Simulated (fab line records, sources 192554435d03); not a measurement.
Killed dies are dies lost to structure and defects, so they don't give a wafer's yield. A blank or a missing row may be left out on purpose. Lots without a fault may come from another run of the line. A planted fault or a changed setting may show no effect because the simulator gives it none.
A struck lot beside a sound one | flow n5_finfet | 38 steps out of a route of 1938
Sound: wafers L743.2, L743.3, L743.6. Struck: wafers L746.3, L746.5. (L746.2 of the same lot was not struck and is left out.) The cause comes at the end.
At each step with rows: each side's tool, then ch and its chambers, then its first start. Under that, the readings that differ: sound wafers | struck wafers | difference of the means | sigmas: that difference in standard deviations of wafers without a fault.
alike: readings whose means differ by less than 2 such deviations, and words and numbers that are the same on both sides. not compared: withheld readings, readings that some wafer has no value for, bounds like >300 that may hide the same value, and numbers for which the record gives no deviation and whose values overlap.
The two part at a step that has a row with sigmas, a row that says differs or no value, or rows on one side only. Numbers that don't overlap but have no deviation are shown without sigmas and don't part them. A reading that every wafer of one side lacks parts them only if that side has two wafers or more.

first, 9 steps without rows for these wafers: N5_BEOL_M13_SOFTBAKE_23 (time 60 s); N5_BEOL_M13_EXPOSE_25 (exposes mask M13, target cd 210 nm); N5_BEOL_M13_PEB_26 (peb time 90 s); N5_BEOL_M13_DEVELOP_27 (develop time 45 s); N5_BEOL_M13_HARDBAKE_32 (time 120 s); N5_BEOL_M13_DESCUM_33 (chemistry O2, time 7.9 s); N5_BEOL_M13_ETCH_67 (etches SiARC in CF4, target depth 143 nm, time 238.3 s); N5_BEOL_M13_ETCH_68 (etches SOC in N2/H2, time 355 s); N5_BEOL_M13_STRIP_69 (strips in N2/H2).
N5_BEOL_M13_TRENCH_ETCH_34: etches SiOC in C4F8/O2/Ar, target depth 413.47 nm, time 162.6 s.
  sound on rie_diel-05 ch 0,1,3, day 13 23:49; struck on rie_diel-05 ch 1,3, day 15 00:52
  reading                  | sound             | struck      | difference | sigmas
  model.etch.depth_nm (nm) | 417.3 410.6 412.1 | 387.8 394.5 | -22.2      |
  alike: O2_flow_sccm, drypump_motor_current_A, oes_product_au, rf_vpp_V, showerhead_plenum_p_Torr, throttle_valve_pct
  not compared: rf_hours_counter_h
then, 1 step without rows for these wafers: N5_BEOL_M13_STRIP_70 (strips in C4F8/O2/Ar).
N5_BEOL_M13_OCD_MEAS_35:
  sound on ocd-01, day 13 23:59; struck on ocd-01, day 15 01:02
  reading              | sound       | struck  | difference | sigmas
  trench_depth_nm (nm) | 417 411 412 | 388 395 | -22        | -4
then, 11 steps without rows for these wafers: N5_BEOL_M13_STRIP_37 (strips in N2/H2); N5_BEOL_M13_ETCH_38 (etches SiCN in CF4/N2, target depth 67.5 nm, time 71.9 s); N5_BEOL_M13_PRECLEAN_39 (cleans in residue remover, time 60 s); N5_BEOL_M13_SRD_40 (time 30 s, dry time 30 s); N5_BEOL_M13_DEGAS_41 (time 60 s); N5_BEOL_M13_PRE_CLEAN_42 (time 30 s); N5_BEOL_M13_SPUTTER_43 (material TaN, target thk 15 nm, time 24.19 s); N5_BEOL_M13_SPUTTER_44 (material Ta, target thk 10 nm, time 16.13 s); N5_BEOL_M13_SPUTTER_45 (material Cu, target thk 80 nm, time 13.33 s); N5_BEOL_M13_ECD_47 (material Cu, target thk 936 nm); N5_BEOL_M13_ANNEAL_48 (time 90 s).
N5_BEOL_M13_CMP_49: polishes, stops on SiOC, t overpolish 17.1 s, target thk 420 nm.
  sound on cmp-03 ch 1,2, day 14 04:35; struck on cmp-03 ch 1, day 15 04:35
  reading                                 | sound             | struck      | difference | sigmas
  model.Cu_of_BEOL_M13_ECD_47.thk_nm (nm) | 424.2 417.2 418.2 | 395.8 399.8 | -22.1      |
  alike: barrier_field_endpoint_s, motor_current_A, overpolish_run_s, platen_rpm
N5_BEOL_M13_THK_MEAS_50: measures by xrf.
  sound on film_metro-01, day 14 04:50; struck on film_metro-02, day 15 04:53
  reading      | sound       | struck  | difference | sigmas
  M13_THK (nm) | 428 420 420 | 397 399 | -25        | -4
then, 2 steps without rows for these wafers: N5_BEOL_M13_PRE_CLEAN_52 (time 15 s); N5_BEOL_M13_DEP_53 (deposits SiCN from 3MS/NH3, target thk 50 nm, time 17.8 s).
N5_BEOL_M13_RS_MEAS_54: measures by four-point-probe.
  sound on film_metro-02, day 14 04:58; struck on film_metro-01, day 15 05:01
  reading         | sound                | struck        | difference | sigmas
  M13_RS (ohm/sq) | 0.0444 0.0451 0.0451 | 0.0478 0.0473 | +0.0027    | +4
then, 9 steps without rows for these wafers: N5_BEOL_M14_ILD_DEP_00 (deposits SiO2 from TEOS/O2, target thk 1119.3 nm, time 237.4 s); N5_BEOL_M14_COAT_58 (time 60 s, resist thk 89 nm); N5_BEOL_M14_COAT_04 (resist thk 800 nm); N5_BEOL_M14_EBR_06; N5_BEOL_M14_SOFTBAKE_05 (time 60 s); N5_BEOL_M14_EXPOSE_07 (exposes mask V13); N5_BEOL_M14_PEB_08 (peb time 90 s); N5_BEOL_M14_DEVELOP_09 (develop time 45 s); N5_BEOL_M14_HARDBAKE_14 (time 120 s).
N5_BEOL_M15_RC_MEAS_101:
  sound on prober-02 ch 0, day 14 21:42; struck on prober-02 ch 0, day 15 14:22
  reading                    | sound             | struck      | difference | sigmas
  SERP_M10 (ohm/um)          | 2.90 3.00 3.00    | 3.22 3.20   | +0.24      | +3
  SERP_M13 (ohm/um)          | 0.306 0.308 0.311 | 0.332 0.325 | +0.020     | +3
  SERP_M13_max_site (ohm/um) | 0.309 0.312 0.315 | 0.335 0.328 | +0.020     | +3
  alike: COMB_M10, COMB_M11, COMB_M12, COMB_M13, COMB_M14, COMB_M15, COMB_M5, COMB_M6, COMB_M7, COMB_M8, COMB_M9, SERP_M11, SERP_M12, SERP_M14, SERP_M5, SERP_M6, SERP_M7, SERP_M8, SERP_M9

WHERE THEY PART
First at N5_BEOL_M13_OCD_MEAS_35; last, within this record, at N5_BEOL_M15_RC_MEAS_101.

WHY: what the simulator had put in
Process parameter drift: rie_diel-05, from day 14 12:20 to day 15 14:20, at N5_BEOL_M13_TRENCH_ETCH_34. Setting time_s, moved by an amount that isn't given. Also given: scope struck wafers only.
